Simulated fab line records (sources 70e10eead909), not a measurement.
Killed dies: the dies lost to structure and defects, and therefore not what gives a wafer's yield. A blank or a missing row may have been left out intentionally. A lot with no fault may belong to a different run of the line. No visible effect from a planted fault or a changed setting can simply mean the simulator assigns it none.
Matching of chambers    flow nandHarc    pecvd-03 running NHARC_P_GATE_DEP_103: 3 sister chambers
The step deposits SiON, target thk 30 nm. 6 wafers are shown with their chamber, then 7 later ones without.

== WAFERS PAIRED WITH THEIR CHAMBERS ==
wafer   chamber  heaterPowerW (W)
L982.1  0        681
L990.1  0        597
L990.2  1        806
L990.3  2        715
L991.3  2        788
L991.4  1        710

== WAFERS MISSING THEIR CHAMBER ==
wafer   heaterPowerW (W)
L991.5  802
L994.3  829
L994.5  809
L994.6  657
L103.2  777
L103.3  593
L103.5  800

== THE CHAMBER EACH PASSED THROUGH ==
wafer   from the rows above           in truth
L991.5  can't be placed: 1 or 2 or 0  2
L994.3  can't be placed: 1 or 2 or 0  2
L994.5  can't be placed: 1 or 2 or 0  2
L994.6  can't be placed: 0 or 2 or 1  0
L103.2  can't be placed: 1 or 2 or 0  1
L103.3  can't be placed: 0 or 2 or 1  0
L103.5  can't be placed: 1 or 2 or 0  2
0 of 7 placed correctly. These rows do not allow placing 7 (true chamber among the candidates in 7). Placed wrongly: 0.
How it was worked out, from the rows above alone: a wafer's distance from a chamber is the root of the sum, over the readings, of the square of ((its reading less the chamber's mean) divided by the reading's scatter). If the next closest chamber is less than 2 further off than the closest, the wafer can't be placed; otherwise it belongs to the closest. The mean given for a chamber averages the wafers shown for that chamber. The scatter: the root of (the sum of the squares of (reading less its chamber's mean) over the shown wafers, divided by (wafers less chambers)).
